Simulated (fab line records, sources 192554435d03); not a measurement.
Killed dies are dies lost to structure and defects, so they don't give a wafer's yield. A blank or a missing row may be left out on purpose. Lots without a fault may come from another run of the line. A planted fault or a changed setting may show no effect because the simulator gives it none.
Which tool did it? | flow n5_finfet | 9 lots, 27 wafers sampled, at 5 steps of a route of 1938

WHAT THE GAUGES READ, wafer by wafer
N5_BEOL_M1_INSPECT_13: inspects for defects (brightfield). Usual: raw_defect_count 396, standard deviation 100.
lot  | measured     | on                | raw_defect_count | flag
L791 | day 8 07:18  | defect_inspect-02 | 315 270 278      |
L792 | day 8 14:14  | defect_inspect-01 | 330 352 306      |
L793 | day 8 17:17  | defect_inspect-01 | 647 616 552      |
L797 | day 9 22:32  | defect_inspect-01 | 412 364 389      |
L800 | day 10 23:05 | defect_inspect-01 | 531 439 567      |
L802 | day 11 05:32 | defect_inspect-02 | 358 306 261      |
L804 | day 11 10:43 | defect_inspect-02 | 313 333 293      |
L803 | day 11 11:20 | defect_inspect-02 | 252 350 322      |
L805 | day 11 17:59 | defect_inspect-02 | 298 311 325      |

N5_BEOL_M4_RC_MEAS_101. Usual: DIBL_N 36.3 mV/V, standard deviation 2; DIBL_P 36.3 mV/V, standard deviation 2.4; IOFF_N 0.16 nA/um, standard deviation 0.034; IOFF_P 0.21 nA/um, standard deviation 0.035; ION_N 672 uA/um, standard deviation 12; ION_P 459 uA/um, standard deviation 6.5; SS_N 71.6 mV/dec, standard deviation 0.67; SS_P 73.3 mV/dec, standard deviation 0.71; VT_N 250 mV, standard deviation 3.5; VT_P -251 mV, standard deviation 3.
lot  | measured     | on        | DIBL_N (mV/V)  | DIBL_P (mV/V)  | IOFF_N (nA/um) | IOFF_P (nA/um) | ION_N (uA/um) | ION_P (uA/um) | SS_N (mV/dec)  | SS_P (mV/dec)  | VT_N (mV)   | VT_P (mV)      | flag
L791 | day 11 02:29 | prober-02 | 36.2 40.1 39.7 | 34.9 40.8 37.9 | 0.14 0.23 0.20 | 0.16 0.26 0.21 | 668 681 677   | 452 462 453   | 71.8 72.4 73.6 | 73.0 73.9 73.3 | 253 245 252 | -257 -251 -252 |
L797 | day 12 22:51 | prober-01 | 33.0 36.1 35.6 | 33.7 36.9 36.2 | 0.12 0.17 0.15 | 0.18 0.23 0.22 | 658 656 669   | 457 454 455   | 71.0 71.5 71.2 | 72.3 73.2 73.1 | 253 250 250 | -250 -248 -251 |
L800 | day 14 07:01 | prober-02 | 37.0 34.8 38.7 | 38.8 34.8 38.5 | 0.20 0.15 0.24 | 0.25 0.19 0.24 | 682 666 676   | 462 454 458   | 71.8 71.2 72.4 | 74.3 74.1 74.0 | 247 249 244 | -248 -252 -249 |
L802 | day 13 08:12 | prober-02 | 36.1 35.3 33.6 | 35.6 35.6 32.8 | 0.18 0.17 0.13 | 0.19 0.19 0.15 | 695 681 672   | 465 459 451   | 71.7 71.2 71.2 | 73.0 72.9 72.8 | 246 247 252 | -253 -252 -256 |
L804 | day 14 01:46 | prober-02 | 36.8 33.8 34.3 | 36.2 32.4 33.0 | 0.16 0.12 0.13 | 0.20 0.15 0.16 | 676 666 672   | 458 460 459   | 71.6 70.9 70.7 | 74.0 72.0 72.4 | 251 255 253 | -249 -256 -252 |
L803 | day 14 05:52 | prober-01 | 37.9 37.1 40.2 | 38.8 37.0 40.1 | 0.20 0.18 0.24 | 0.25 0.22 0.28 | 699 679 693   | 473 463 469   | 72.3 71.9 72.8 | 74.4 73.8 74.6 | 245 246 243 | -248 -249 -250 |
L805 | day 14 14:23 | prober-01 | 36.8 37.2 36.1 | 37.1 37.9 36.1 | 0.19 0.20 0.18 | 0.22 0.24 0.21 | 680 679 684   | 459 459 462   | 71.8 72.0 72.0 | 73.0 73.4 72.6 | 248 246 245 | -249 -248 -251 |

WHICH TOOL RAN EACH LOT (tool, then ch and the chambers of the sampled wafers, then the start)
lot  | N5_BEOL_M1_ALD_98                 | N5_BEOL_M1_ETCHBACK_99             | N5_BEOL_M1_STRIP_36
L791 | ald_sin-02 ch 1,3, day 8 09:07    | rie_diel-04 ch 0,2, day 8 11:49    | rie_diel-04 ch 0,2, day 8 12:00
L792 | ald_sin-02 ch 0,2,3, day 8 15:16  | rie_diel-04 ch 1,2, day 8 16:47    | rie_diel-04 ch 1,2, day 8 16:59
L793 | ald_sin-02 ch 0,3, day 8 18:40    | rie_diel-03 ch 0,1, day 8 19:55    | rie_diel-03 ch 0,1, day 8 20:07
L797 | ald_sin-02 ch 0,1, day 9 23:58    | rie_diel-03 ch 0,1, day 10 03:07   | rie_diel-03 ch 0,1, day 10 03:19
L800 | ald_sin-04 ch 2,3, day 11 00:08   | rie_diel-01 ch 1,2, day 11 06:14   | rie_diel-01 ch 1,2, day 11 06:26
L802 | ald_sin-04 ch 0,1, day 11 06:49   | rie_diel-01 ch 2,3, day 11 09:16   | rie_diel-01 ch 2,3, day 11 09:27
L804 | ald_sin-04 ch 1,3, day 11 12:07   | rie_diel-01 ch 0,3, day 11 12:39   | rie_diel-01 ch 0,3, day 11 12:51
L803 | ald_sin-04 ch 0,1,3, day 11 12:25 | rie_diel-01 ch 0,2,3, day 11 13:44 | rie_diel-01 ch 0,2,3, day 11 13:56
L805 | ald_sin-02 ch 0,1,2, day 11 19:14 | rie_diel-03 ch 1,2, day 11 19:37   | rie_diel-03 ch 1,2, day 11 19:49
- N5_BEOL_M1_ALD_98: deposits SiO2, target thk 2.5 nm, pulse time 1 s, co reactant pulse time 1 s.
- N5_BEOL_M1_ETCHBACK_99: etches SiO2 in CHF3, target depth 5 nm, time 10.4 s.
- N5_BEOL_M1_STRIP_36: strips in N2/H2.

WHAT THE TOOLS THEMSELVES READ (means of the sampled wafers that have a number; where no wafer has one, the mark that the record gives instead)
N5_BEOL_M1_ALD_98. Usual: chamber_pressure_Torr 2.000 Torr, standard deviation 0.0047; heater_power_w 79 W, standard deviation 7.8; precursor_pulse_height_rel 0.999, standard deviation 0.02.
lot  | tool       | chamber_pressure_Torr (Torr) | heater_power_w (W) | precursor_pulse_height_rel | flag
L791 | ald_sin-02 | 1.997                        | 75                 | 1.011                      |
L792 | ald_sin-02 | -                            | -                  | -                          | OFF
L793 | ald_sin-02 | -                            | -                  | -                          | OFF
L797 | ald_sin-02 | 1.999                        | 81                 | 0.991                      |
L800 | ald_sin-04 | 2.002                        | 86                 | 0.988                      |
L802 | ald_sin-04 | 2.003                        | 76                 | 0.984                      |
L804 | ald_sin-04 | 2.003                        | 86                 | 0.991                      |
L803 | ald_sin-04 | 1.999                        | 81                 | 0.988                      |
L805 | ald_sin-02 | 2.000                        | 77                 | 1.000                      |

N5_BEOL_M1_ETCHBACK_99. Usual: CHF3_flow_sccm 12.00 sccm, standard deviation 0.035; drypump_motor_current_A 5.8 A, standard deviation 0.68; oes_product_au 0.77 a.u., standard deviation 0.06; rf_vpp_V 241 V, standard deviation 5.2; showerhead_plenum_p_Torr 2.13 Torr, standard deviation 0.055; throttle_valve_pct 16.96 %, standard deviation 0.18.
lot  | tool        | CHF3_flow_sccm (sccm) | drypump_motor_current_A (A) | oes_product_au (a.u.) | rf_vpp_V (V) | showerhead_plenum_p_Torr (Torr) | throttle_valve_pct (%) | flag
L791 | rie_diel-04 | 12.00                 | 5.7                         | 0.77                  | 247          | 2.18                            | 16.86                  |
L792 | rie_diel-04 | 11.98                 | 5.9                         | 0.84                  | 246          | 2.15                            | 16.76                  |
L793 | rie_diel-03 | 11.98                 | 5.7                         | 0.83                  | 237          | 2.18                            | 16.65                  |
L797 | rie_diel-03 | 11.99                 | 5.7                         | 0.82                  | 237          | 2.18                            | 16.66                  |
L800 | rie_diel-01 | 11.98                 | 5.1                         | 0.70                  | 244          | 2.11                            | 16.97                  |
L802 | rie_diel-01 | 12.06                 | 6.0                         | 0.79                  | 238          | 2.12                            | 16.97                  |
L804 | rie_diel-01 | 11.97                 | 6.1                         | 0.82                  | 239          | 2.13                            | 17.09                  |
L803 | rie_diel-01 | 12.00                 | 5.7                         | 0.77                  | 240          | 2.14                            | 17.05                  |
L805 | rie_diel-03 | 11.97                 | 6.2                         | 0.76                  | 231          | 2.09                            | 16.99                  |

N5_BEOL_M1_STRIP_36. Usual: drypump_motor_current_A 5.8 A, standard deviation 0.68; oes_product_au 0.78 a.u., standard deviation 0.06; rf_vpp_V 59.0 V, standard deviation 1.4; showerhead_plenum_p_Torr 2.52 Torr, standard deviation 0.073; throttle_valve_pct 23.51 %, standard deviation 0.23.
lot  | tool        | drypump_motor_current_A (A) | oes_product_au (a.u.) | rf_vpp_V (V) | showerhead_plenum_p_Torr (Torr) | throttle_valve_pct (%) | flag
L791 | rie_diel-04 | 5.8                         | 0.78                  | 58.4         | 2.59                            | 23.32                  |
L792 | rie_diel-04 | 5.9                         | 0.85                  | 58.9         | 2.54                            | 23.23                  |
L793 | rie_diel-03 | 5.7                         | 0.84                  | 59.0         | 2.57                            | 23.10                  |
L797 | rie_diel-03 | 5.7                         | 0.82                  | 59.8         | 2.57                            | 23.12                  |
L800 | rie_diel-01 | 5.1                         | 0.69                  | 58.5         | 2.48                            | 23.53                  |
L802 | rie_diel-01 | 6.0                         | 0.79                  | 60.1         | 2.50                            | 23.58                  |
L804 | rie_diel-01 | 6.1                         | 0.82                  | 59.1         | 2.50                            | 23.56                  |
L803 | rie_diel-01 | 5.7                         | 0.78                  | 57.3         | 2.51                            | 23.51                  |
L805 | rie_diel-03 | 6.2                         | 0.77                  | 57.7         | 2.46                            | 23.46                  |

THE ANSWER, worked out from the rows above alone
Rule: a lot is off if the mean of its wafers that have a number lies more than 3 standard deviations from the usual mean. A lot without any number at a reading at which 4 lots or more have one is off too. The other lots that the step has rows for count as sound. The gauges are gone through in route order, then the tools' own readings, and for those a lot's mean is taken as printed above. The first step at which some lot is off is used, and at that step the reading that is off furthest; a lot without a number counts as furthest.
Off: L792, L793, at N5_BEOL_M1_ALD_98 (chamber_pressure_Torr). Without a number there: L792, L793.
A tool fits if, at that step or a process step before it, it ran every lot that is off, and no sound lot after the first of them. None of those tried fits.

WHAT THE SIMULATOR HAD PUT IN
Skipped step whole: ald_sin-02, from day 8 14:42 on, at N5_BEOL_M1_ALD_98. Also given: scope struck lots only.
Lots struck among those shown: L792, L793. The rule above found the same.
